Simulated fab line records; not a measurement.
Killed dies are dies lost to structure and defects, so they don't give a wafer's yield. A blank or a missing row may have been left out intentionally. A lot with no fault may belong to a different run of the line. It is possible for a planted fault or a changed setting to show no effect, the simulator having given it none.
Code-filled problem report in 8D (eight disciplines) form -- flow nand-harc -- the parts of the form that need people (team, actions taken, sign-off) are left out

## 1. THE ISSUE
At NHARC_P_M0_DEP_32, rf-fwd-power-W averages 521.1 W over 6 wafers from 2 lots, while fault-free wafers read 449.1 W, standard deviation 1.3. That is +55 standard deviations from the usual mean.
The step: deposits SiCN, target thk 30 nm.
Earliest sighting: wafer L511.2 on pecvd-04 at day 9 13:45. The record has a number at this step for 42 wafers belonging to 14 lots. Rule for "out" (also "out of limits"): further than 4 standard deviations from the usual mean. Any other wafer with a number is counted as sound.

## 2. WHAT IT IS; WHAT IT IS NOT
question,is,is not
which readings at this step,rf-fwd-power-W,heater-power-w
which lots,"L511, L513","L503, L504, L517, L518, L519, L520, L521, L522, L523, L524, L525, L526"
which wafers of those lots,all that have a number,-
read on which tools,pecvd-04,"pecvd-01, pecvd-02"
when,from day 9 13:45,"up to then (6 sound wafers); but 30 sound wafers of L517, L518, L519, L520, L521, L522, L523, L524, L525, L526 came after"

## 3. THE SUSPECTS, EACH WITH WHAT RULES IT OUT
Counting: a tool stays on the suspect list if, at a process step up to the reading, it processed all lots that are out and no sound lot following the first of them.
- pecvd-04 at NHARC_P_M0_DEP_32 (deposits SiCN, target thk 30 nm): ruled out as a lasting fault. Sound lots L521, L523 ran on it after its first lot that is out, L511 (day 9 13:45).
Left after counting: nothing in the record.

## 4. THE CAUSE (what the simulator had put in)
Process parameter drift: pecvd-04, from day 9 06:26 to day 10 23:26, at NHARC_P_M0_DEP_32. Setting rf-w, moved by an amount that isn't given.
Counting ruled it out, wrongly.

## 5. SEQUENCE OF EFFECTS, ordered by route
One row per reading whose mean, taken over the struck wafers that have a number, lies over 3 standard deviations from the usual. Only readings for which the record gives a usual standard deviation are gone through. hours: the time from each lot's start at the first step in this table that gives one to its start at this step, as a median over the lots. sigmas: the change in usual standard deviations.
hours,step,reading,usual,on struck wafers,change,sigmas
0,NHARC_P_M0_DEP_32,rf-fwd-power-W,449.1 W,521.1,+72.0,+55
Here are the process steps it includes:
- NHARC_P_M0_DEP_32: deposits SiCN, target thk 30 nm.

## 6. HOW IT WOULD HAVE BEEN CAUGHT EARLIER
In this record the first reading out of limits was taken at day 9 13:45, 7 hours after the fault began at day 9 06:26.
